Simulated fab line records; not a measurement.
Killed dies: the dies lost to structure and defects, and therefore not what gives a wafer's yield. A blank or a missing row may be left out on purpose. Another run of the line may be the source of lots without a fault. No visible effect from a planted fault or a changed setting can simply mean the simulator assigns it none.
Matching of chambers    flow n5 finfet    N5_FIN_SAQP_HM_OPEN_33 on rie diel-04 has 4 sister chambers
The step chemistry CH3F/O2, target SiNx, target depth 49.4 nm, time 70.6 s. 8 wafers are shown with their chamber, then 7 later ones without.

== WAFERS, EACH WITH ITS CHAMBER ==
wafer   chamber  showerhead plenum p Torr (Torr)  drypump motor current A (A)
L075.2  3        2.07                             5.1
L075.5  3        2.07                             5.1
L084.6  0        1.89                             6.1
L090.3  2        1.99                             5.2
L090.5  1        1.96                             5.6
L090.6  0        1.89                             6.1
L092.1  1        1.95                             5.6
L092.2  2        1.99                             5.1

== WAFERS WITHOUT THEIR CHAMBER ==
wafer   showerhead plenum p Torr (Torr)  drypump motor current A (A)
L092.5  2.05                             5.1
L093.1  1.88                             6.1
L093.4  1.99                             5.2
L093.5  1.88                             6.1
L097.3  2.05                             5.1
L097.4  1.95                             5.5
L097.5  1.98                             5.2

== THE CHAMBER EACH PASSED THROUGH ==
wafer   from the rows above  in truth
L092.5  3                    3
L093.1  0                    0
L093.4  2                    2
L093.5  0                    0
L097.3  3                    3
L097.4  1                    1
L097.5  2                    2
7 of 7 placed correctly. Can't be placed from these rows: 0. Wrongly placed: 0.
How it was worked out, from the rows above alone: a wafer's distance from a chamber is the root of the sum, over the readings, of the square of ((its reading less the chamber's mean) divided by the reading's scatter). The wafer belongs to the nearest chamber; if the next one is less than 2 further off, it can't be placed. Each chamber's mean is taken over the wafers shown for it. The scatter: the root of (the sum of the squares of (reading less its chamber's mean) over the shown wafers, divided by (wafers less chambers)).
